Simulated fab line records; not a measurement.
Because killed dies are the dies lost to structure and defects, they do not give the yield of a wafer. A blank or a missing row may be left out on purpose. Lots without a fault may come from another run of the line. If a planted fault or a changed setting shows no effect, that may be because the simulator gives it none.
What tool caused it? || flow nand harc || 33 wafers from 11 lots sampled at 3 of the route's 1159 steps

## WHAT THE GAUGES SHOWED, per wafer
NHARC_A_CHANNEL_HOLE_D1_CD_MEAS_10: target cd 100 nm.
{"lot": "L467", "measured": "day 8 12:54", "on": "cd sem-02", "cd nm (nm)": "100.3 100.4 99.8"}
{"lot": "L473", "measured": "day 10 10:55", "on": "cd sem-02", "cd nm (nm)": "99.1 98.4 99.5"}
{"lot": "L475", "measured": "day 10 12:55", "on": "cd sem-03", "cd nm (nm)": "107.9 107.6 107.3"}
{"lot": "L477", "measured": "day 11 11:49", "on": "cd sem-01", "cd nm (nm)": "105.9 106.6 105.2"}
{"lot": "L481", "measured": "day 11 12:37", "on": "cd sem-02", "cd nm (nm)": "105.1 105.8 105.2"}
{"lot": "L478", "measured": "day 11 13:37", "on": "cd sem-01", "cd nm (nm)": "104.7 102.6 103.6"}
{"lot": "L479", "measured": "day 11 21:28", "on": "cd sem-01", "cd nm (nm)": "100.8 98.8 99.0"}
{"lot": "L483", "measured": "day 12 13:38", "on": "cd sem-01", "cd nm (nm)": "100.4 99.0 100.3"}
{"lot": "L485", "measured": "day 12 23:56", "on": "cd sem-01", "cd nm (nm)": "100.3 100.4 99.7"}
{"lot": "L488", "measured": "day 13 07:53", "on": "cd sem-02", "cd nm (nm)": "99.4 99.6 99.9"}
{"lot": "L487", "measured": "day 13 08:31", "on": "cd sem-01", "cd nm (nm)": "99.7 99.5 100.5"}

## EACH LOT AND THE TOOL THAT RAN IT (in order: tool; ch and the chambers of the sampled wafers; start)
{"lot": "L467", "NHARC_A_CHANNEL_HOLE_D1_DEP_00": "acl dep-03 ch 0, day 8 10:53", "NHARC_A_CHANNEL_HOLE_D1_EXPOSE_07": "arfi scanner-03 ch 0, day 8 12:46"}
{"lot": "L473", "NHARC_A_CHANNEL_HOLE_D1_DEP_00": "acl dep-01 ch 0, day 10 08:24", "NHARC_A_CHANNEL_HOLE_D1_EXPOSE_07": "arfi scanner-03 ch 0, day 10 10:46"}
{"lot": "L475", "NHARC_A_CHANNEL_HOLE_D1_DEP_00": "acl dep-01 ch 0, day 10 10:37", "NHARC_A_CHANNEL_HOLE_D1_EXPOSE_07": "arfi scanner-03 ch 0, day 10 12:47"}
{"lot": "L477", "NHARC_A_CHANNEL_HOLE_D1_DEP_00": "acl dep-01 ch 0, day 11 09:11", "NHARC_A_CHANNEL_HOLE_D1_EXPOSE_07": "arfi scanner-03 ch 0, day 11 11:41"}
{"lot": "L481", "NHARC_A_CHANNEL_HOLE_D1_DEP_00": "acl dep-02 ch 0, day 11 10:25", "NHARC_A_CHANNEL_HOLE_D1_EXPOSE_07": "arfi scanner-03 ch 0, day 11 12:28"}
{"lot": "L478", "NHARC_A_CHANNEL_HOLE_D1_DEP_00": "acl dep-01 ch 0, day 11 11:05", "NHARC_A_CHANNEL_HOLE_D1_EXPOSE_07": "arfi scanner-03 ch 0, day 11 13:28"}
{"lot": "L479", "NHARC_A_CHANNEL_HOLE_D1_DEP_00": "acl dep-01 ch 0, day 11 19:28", "NHARC_A_CHANNEL_HOLE_D1_EXPOSE_07": "arfi scanner-01 ch 0, day 11 21:20"}
{"lot": "L483", "NHARC_A_CHANNEL_HOLE_D1_DEP_00": "acl dep-03 ch 0, day 12 11:18", "NHARC_A_CHANNEL_HOLE_D1_EXPOSE_07": "arfi scanner-02 ch 0, day 12 13:30"}
{"lot": "L485", "NHARC_A_CHANNEL_HOLE_D1_DEP_00": "acl dep-01 ch 0, day 12 21:56", "NHARC_A_CHANNEL_HOLE_D1_EXPOSE_07": "arfi scanner-01 ch 0, day 12 23:48"}
{"lot": "L488", "NHARC_A_CHANNEL_HOLE_D1_DEP_00": "acl dep-03 ch 0, day 13 05:32", "NHARC_A_CHANNEL_HOLE_D1_EXPOSE_07": "arfi scanner-02 ch 0, day 13 07:44"}
{"lot": "L487", "NHARC_A_CHANNEL_HOLE_D1_DEP_00": "acl dep-02 ch 0, day 13 06:13", "NHARC_A_CHANNEL_HOLE_D1_EXPOSE_07": "arfi scanner-01 ch 0, day 13 08:23"}
- NHARC_A_CHANNEL_HOLE_D1_DEP_00: deposits aC, target thk 3100 nm.
- NHARC_A_CHANNEL_HOLE_D1_EXPOSE_07: exposes mask HOLE D1, target cd 100 nm.

## THE ANSWER, worked out from the rows above alone
Rule: usual is defined by the lots themselves. The widest of any qualifying gaps counts: lots, ordered by their means at a reading, are off when they make up no more than a third of the lots, leave a main group of 4 or more, and stand apart from it by 3 or more times the standard deviation of that group's means. A main group whose means are all the same, to the digits that the tables above print for the reading, isn't used. A lot without any number at a reading at which 4 lots or more have one is off too. Any other lot the step has rows for is counted as sound.
No lot is off on any of the readings shown, so nothing can be concluded from this.

## WHAT THE SIMULATOR HAD INSERTED
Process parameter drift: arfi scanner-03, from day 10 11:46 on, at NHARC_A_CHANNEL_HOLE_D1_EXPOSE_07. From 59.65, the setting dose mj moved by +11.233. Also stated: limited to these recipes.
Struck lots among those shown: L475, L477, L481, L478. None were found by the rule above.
